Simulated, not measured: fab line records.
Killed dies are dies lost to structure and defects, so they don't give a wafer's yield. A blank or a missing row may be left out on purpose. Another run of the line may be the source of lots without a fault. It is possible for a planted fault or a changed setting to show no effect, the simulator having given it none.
What tool caused it?	flow nandHarc	24 lots (72 wafers sampled), 1 step of a 1302-step route

## WHAT THE GAUGES SHOWED, per wafer
NHARC_A_SGD_CUT_OVL_MEAS_10.
lot	measured	on	overlayXNm (nm)	overlayYNm (nm)
L075	day 19 15:10	overlay-01	0.0 0.0 -0.1	-1.4 -1.1 -1.5
L074	day 19 16:31	overlay-02	-1.6 -1.3 -1.2	1.2 1.1 1.0
L076	day 20 01:58	overlay-01	-1.3 -0.3 -0.7	0.6 0.1 -0.2
L078	day 20 22:23	overlay-02	-0.1 -0.1 -0.7	-1.1 -1.3 -1.4
L077	day 20 22:32	overlay-01	0.3 0.0 0.5	-1.5 -1.2 -0.8
L079	day 21 04:00	overlay-01	0.1 0.6 0.7	0.5 0.1 0.4
L080	day 21 22:11	overlay-01	-0.4 0.5 -0.2	-0.1 -0.3 -0.3
L081	day 21 22:25	overlay-01	-0.3 0.0 -0.6	0.2 0.5 0.5
L082	day 22 16:04	overlay-02	-1.5 -2.2 -2.3	-0.4 -1.4 -0.7
L083	day 22 17:18	overlay-01	0.0 -1.1 -0.2	-0.8 -0.7 -1.1
L085	day 23 09:33	overlay-01	1.5 1.3 0.5	-0.5 -1.4 -1.2
L084	day 23 18:44	overlay-01	-0.1 0.2 0.8	0.8 0.3 -0.3
L086	day 24 05:38	overlay-01	0.0 -0.3 0.2	-0.4 -1.3 -0.8
L087	day 24 21:07	overlay-01	-0.9 -0.9 -0.8	1.0 1.3 1.2
L089	day 25 14:41	overlay-02	-0.4 -0.1 -0.4	-0.4 0.2 0.2
L088	day 25 14:59	overlay-01	0.8 0.8 0.6	-0.7 -1.0 -0.5
L090	day 26 09:20	overlay-02	1.2 1.1 1.4	-0.4 -0.1 -0.1
L091	day 26 10:11	overlay-02	0.6 1.3 1.0	0.6 0.0 0.3
L093	day 27 09:58	overlay-02	-0.6 -1.0 -0.3	0.0 -0.2 -0.9
L092	day 27 10:19	overlay-01	0.3 -0.1 0.0	-0.7 0.0 -0.3
L095	day 27 21:23	overlay-02	-2.0 -1.3 -1.1	-1.8 -1.7 -2.0
L096	day 27 21:54	overlay-02	0.3 0.5 0.2	-0.6 0.0 0.1
L094	day 27 22:03	overlay-01	-0.8 -0.6 -0.7	-0.3 -0.1 -0.2
L097	day 28 09:02	overlay-01	0.0 0.1 0.2	-0.4 -0.8 0.1

## WHICH TOOL RAN EACH LOT (tool, then ch and the chambers of the sampled wafers, then the start)
The record shows no process step preceding these readings.

## WHAT THE TOOLS THEMSELVES READ (means of the sampled wafers that have a number; where no wafer has one, the mark that the record gives instead)
The record holds no such reading with a usual standard deviation.

## THE ANSWER, worked out from the rows above alone
Rule: the usual values come from the lots themselves. Put in order of their means at a reading, lots are off if they are a third of the lots or fewer, leave a main group of 4 or more, and stand apart from it by a gap of 3 or more times the standard deviation of the main group's means; of several such gaps the widest counts. A main group is skipped when, at the precision printed for the reading in the tables above, its means are all equal. Also off: a lot with no number at a reading for which 4 or more lots have one. The other lots that the step has rows for count as sound. The gauges are gone through in route order, then the tools' own readings, and for those a lot's mean is taken as printed above. The first step at which some lot is off is used, and at that step the reading that is off furthest; a lot without a number counts as furthest.
No lot is off on any of the readings shown, so nothing can be concluded from this.

## WHAT THE SIMULATOR HAD INSERTED
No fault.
